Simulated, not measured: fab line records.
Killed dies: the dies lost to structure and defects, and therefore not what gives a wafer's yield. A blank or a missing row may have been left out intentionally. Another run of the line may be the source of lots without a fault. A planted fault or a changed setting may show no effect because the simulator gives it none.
Split-lot experiment / flow n5-finfet / route with 1938 steps; 7 lots, 39 wafers read

## ABOUT THE SPLIT
At N5_BEOL_M8_ETCH_66 (etches SOC in N2/H2, target depth 80 nm, overetch 16 nm, time 120 s), the setting target-depth-a was moved away from the recipe's 800 angstrom on 12 of the 39 wafers read, by -53.1% to +30.5%. The other wafers ran this setting at the recipe's value.

Reading taken at the split's own step.

## THE READING
SiARC_of_BEOL_M8_COAT_64.thk-nm (the simulator's own value, which no gauge read), in nm, at N5_BEOL_M8_ETCH_66 (etches SOC in N2/H2, target depth 80 nm, overetch 16 nm, time 120 s). The file gives no usual value for it. Here, 27 wafers ran the recipe; their average is 6.4 nm with a standard deviation of 0.14 nm.

wafer=L074.1; tool, chamber at the split=rie-diel-01, 1; target-depth-a as run, angstrom=800; against the recipe=recipe; SiARC_of_BEOL_M8_COAT_64.thk-nm, nm=6.2; against lot-mates on the recipe=-
wafer=L074.3; tool, chamber at the split=rie-diel-01, 1; target-depth-a as run, angstrom=800; against the recipe=recipe; SiARC_of_BEOL_M8_COAT_64.thk-nm, nm=6.2; against lot-mates on the recipe=-
wafer=L074.6; tool, chamber at the split=rie-diel-01, 1; target-depth-a as run, angstrom=800; against the recipe=recipe; SiARC_of_BEOL_M8_COAT_64.thk-nm, nm=6.2; against lot-mates on the recipe=-
wafer=L074.2; tool, chamber at the split=rie-diel-01, 2; target-depth-a as run, angstrom=800; against the recipe=recipe; SiARC_of_BEOL_M8_COAT_64.thk-nm, nm=6.4; against lot-mates on the recipe=-
wafer=L074.4; tool, chamber at the split=rie-diel-01, 2; target-depth-a as run, angstrom=800; against the recipe=recipe; SiARC_of_BEOL_M8_COAT_64.thk-nm, nm=6.4; against lot-mates on the recipe=-
wafer=L074.5; tool, chamber at the split=rie-diel-01, 2; target-depth-a as run, angstrom=800; against the recipe=recipe; SiARC_of_BEOL_M8_COAT_64.thk-nm, nm=6.4; against lot-mates on the recipe=-
wafer=L075.2; tool, chamber at the split=rie-diel-05, 2; target-depth-a as run, angstrom=800; against the recipe=recipe; SiARC_of_BEOL_M8_COAT_64.thk-nm, nm=6.2; against lot-mates on the recipe=-
wafer=L075.4; tool, chamber at the split=rie-diel-05, 3,1; target-depth-a as run, angstrom=800; against the recipe=recipe; SiARC_of_BEOL_M8_COAT_64.thk-nm, nm=6.6; against lot-mates on the recipe=-
wafer=L075.6; tool, chamber at the split=rie-diel-05, 3,1; target-depth-a as run, angstrom=800; against the recipe=recipe; SiARC_of_BEOL_M8_COAT_64.thk-nm, nm=6.6; against lot-mates on the recipe=-
wafer=L083.1; tool, chamber at the split=rie-diel-01, 2; target-depth-a as run, angstrom=800; against the recipe=recipe; SiARC_of_BEOL_M8_COAT_64.thk-nm, nm=6.2; against lot-mates on the recipe=-
wafer=L083.2; tool, chamber at the split=rie-diel-01, 0; target-depth-a as run, angstrom=800; against the recipe=recipe; SiARC_of_BEOL_M8_COAT_64.thk-nm, nm=6.4; against lot-mates on the recipe=-
wafer=L083.6; tool, chamber at the split=rie-diel-01, 0; target-depth-a as run, angstrom=800; against the recipe=recipe; SiARC_of_BEOL_M8_COAT_64.thk-nm, nm=6.4; against lot-mates on the recipe=-
wafer=L083.3; tool, chamber at the split=rie-diel-01, 3; target-depth-a as run, angstrom=1044; against the recipe=+30.5%; SiARC_of_BEOL_M8_COAT_64.thk-nm, nm=5; against lot-mates on the recipe=-1.3
wafer=L083.5; tool, chamber at the split=rie-diel-01, 3; target-depth-a as run, angstrom=1044; against the recipe=+30.5%; SiARC_of_BEOL_M8_COAT_64.thk-nm, nm=5; against lot-mates on the recipe=-1.3
wafer=L083.4; tool, chamber at the split=rie-diel-01, 2; target-depth-a as run, angstrom=1044; against the recipe=+30.5%; SiARC_of_BEOL_M8_COAT_64.thk-nm, nm=4.8; against lot-mates on the recipe=-1.5
wafer=L085.1; tool, chamber at the split=rie-diel-01, 3; target-depth-a as run, angstrom=375.1; against the recipe=-53.1%; SiARC_of_BEOL_M8_COAT_64.thk-nm, nm=9; against lot-mates on the recipe=+2.5
wafer=L085.2; tool, chamber at the split=rie-diel-01, 0; target-depth-a as run, angstrom=800; against the recipe=recipe; SiARC_of_BEOL_M8_COAT_64.thk-nm, nm=6.6; against lot-mates on the recipe=-
wafer=L085.3; tool, chamber at the split=rie-diel-01, 1,0; target-depth-a as run, angstrom=800; against the recipe=recipe; SiARC_of_BEOL_M8_COAT_64.thk-nm, nm=6.4; against lot-mates on the recipe=-
wafer=L085.5; tool, chamber at the split=rie-diel-01, 1,0; target-depth-a as run, angstrom=800; against the recipe=recipe; SiARC_of_BEOL_M8_COAT_64.thk-nm, nm=6.4; against lot-mates on the recipe=-
wafer=L085.4; tool, chamber at the split=rie-diel-01, 2,3; target-depth-a as run, angstrom=375.1; against the recipe=-53.1%; SiARC_of_BEOL_M8_COAT_64.thk-nm, nm=8.8; against lot-mates on the recipe=+2.3
wafer=L085.6; tool, chamber at the split=rie-diel-01, 2,3; target-depth-a as run, angstrom=375.1; against the recipe=-53.1%; SiARC_of_BEOL_M8_COAT_64.thk-nm, nm=8.8; against lot-mates on the recipe=+2.3
wafer=L086.1; tool, chamber at the split=rie-diel-02, 2,1,0,2; target-depth-a as run, angstrom=800; against the recipe=recipe; SiARC_of_BEOL_M8_COAT_64.thk-nm, nm=6.6; against lot-mates on the recipe=-
wafer=L086.3; tool, chamber at the split=rie-diel-02, 2,1,0,2; target-depth-a as run, angstrom=800; against the recipe=recipe; SiARC_of_BEOL_M8_COAT_64.thk-nm, nm=6.6; against lot-mates on the recipe=-
wafer=L086.4; tool, chamber at the split=rie-diel-02, 2,1,0,2; target-depth-a as run, angstrom=800; against the recipe=recipe; SiARC_of_BEOL_M8_COAT_64.thk-nm, nm=6.6; against lot-mates on the recipe=-
wafer=L086.5; tool, chamber at the split=rie-diel-02, 2,1,0,2; target-depth-a as run, angstrom=800; against the recipe=recipe; SiARC_of_BEOL_M8_COAT_64.thk-nm, nm=6.6; against lot-mates on the recipe=-
wafer=L086.2; tool, chamber at the split=rie-diel-02, 3; target-depth-a as run, angstrom=800; against the recipe=recipe; SiARC_of_BEOL_M8_COAT_64.thk-nm, nm=6.4; against lot-mates on the recipe=-
wafer=L086.6; tool, chamber at the split=rie-diel-02, 3; target-depth-a as run, angstrom=800; against the recipe=recipe; SiARC_of_BEOL_M8_COAT_64.thk-nm, nm=6.4; against lot-mates on the recipe=-
wafer=L090.1; tool, chamber at the split=rie-diel-01, 2,1,3; target-depth-a as run, angstrom=647.8; against the recipe=-19.0%; SiARC_of_BEOL_M8_COAT_64.thk-nm, nm=7.2; against lot-mates on the recipe=+0.9
wafer=L090.2; tool, chamber at the split=rie-diel-01, 2,1,3; target-depth-a as run, angstrom=647.8; against the recipe=-19.0%; SiARC_of_BEOL_M8_COAT_64.thk-nm, nm=7.2; against lot-mates on the recipe=+0.9
wafer=L090.3; tool, chamber at the split=rie-diel-01, 2,1,3; target-depth-a as run, angstrom=647.8; against the recipe=-19.0%; SiARC_of_BEOL_M8_COAT_64.thk-nm, nm=7.2; against lot-mates on the recipe=+0.9
wafer=L090.4; tool, chamber at the split=rie-diel-01, 0,1; target-depth-a as run, angstrom=800; against the recipe=recipe; SiARC_of_BEOL_M8_COAT_64.thk-nm, nm=6.4; against lot-mates on the recipe=-
wafer=L090.6; tool, chamber at the split=rie-diel-01, 0,1; target-depth-a as run, angstrom=800; against the recipe=recipe; SiARC_of_BEOL_M8_COAT_64.thk-nm, nm=6.4; against lot-mates on the recipe=-
wafer=L090.5; tool, chamber at the split=rie-diel-01, 2; target-depth-a as run, angstrom=800; against the recipe=recipe; SiARC_of_BEOL_M8_COAT_64.thk-nm, nm=6.2; against lot-mates on the recipe=-
wafer=L089.1; tool, chamber at the split=rie-diel-01, 2,1,3; target-depth-a as run, angstrom=800; against the recipe=recipe; SiARC_of_BEOL_M8_COAT_64.thk-nm, nm=6.4; against lot-mates on the recipe=-
wafer=L089.3; tool, chamber at the split=rie-diel-01, 2,1,3; target-depth-a as run, angstrom=800; against the recipe=recipe; SiARC_of_BEOL_M8_COAT_64.thk-nm, nm=6.4; against lot-mates on the recipe=-
wafer=L089.4; tool, chamber at the split=rie-diel-01, 2,1,3; target-depth-a as run, angstrom=800; against the recipe=recipe; SiARC_of_BEOL_M8_COAT_64.thk-nm, nm=6.4; against lot-mates on the recipe=-
wafer=L089.2; tool, chamber at the split=rie-diel-01, 0; target-depth-a as run, angstrom=473.4; against the recipe=-40.8%; SiARC_of_BEOL_M8_COAT_64.thk-nm, nm=8.4; against lot-mates on the recipe=+2.0
wafer=L089.5; tool, chamber at the split=rie-diel-01, 1,2; target-depth-a as run, angstrom=473.4; against the recipe=-40.8%; SiARC_of_BEOL_M8_COAT_64.thk-nm, nm=8.2; against lot-mates on the recipe=+1.8
wafer=L089.6; tool, chamber at the split=rie-diel-01, 1,2; target-depth-a as run, angstrom=473.4; against the recipe=-40.8%; SiARC_of_BEOL_M8_COAT_64.thk-nm, nm=8.2; against lot-mates on the recipe=+1.8
The file does not say which wafer passed through which chamber wherever a row lists several chambers: such a row stands for several wafers.

FIT RESULTS
A straight line over all 39 wafers: SiARC_of_BEOL_M8_COAT_64.thk-nm changes by -0.0463 nm for each +1% of target-depth-a; r = -0.99; the points scatter about the line by 0.13 nm.
The same after taking each lot's own level away (the mean of its wafers on the recipe; 39 wafers): -0.0455 nm for each +1%; r = -0.99; scatter 0.1 nm.
Per that fit: largest target-depth-a move, reading shift of 2.4 nm.
The span of the lots' own levels, 6.30 to 6.53 nm, comes to 1.7 times the standard deviation stated above.
Consequently the slope shifts little with the lot-to-lot level, the two slopes agreeing.
Check: with one of the wafers moved furthest among these (-53.1%) left out of the fit, the line predicts +2.39 nm for it against its lot-mates. It came out at +2.53 nm against them.

## OTHER SPLITS APPLIED TO THESE WAFERS
Note: prior to the reading, these wafers also went through further splits. Each is held against what the fit with the lots' levels taken away leaves over:
other split on the same wafers=N5_BEOL_M6_TRENCH_ETCH_37 time-s; wafers away from the commonest value=15; r with SiARC_of_BEOL_M8_COAT_64.thk-nm (lot level and that fit taken away)=-0.09

## THE FILE'S OWN FIT
SiARC_of_BEOL_M8_COAT_64.thk-nm changes by -0.0455 nm for each +1% of target-depth-a, r = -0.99.
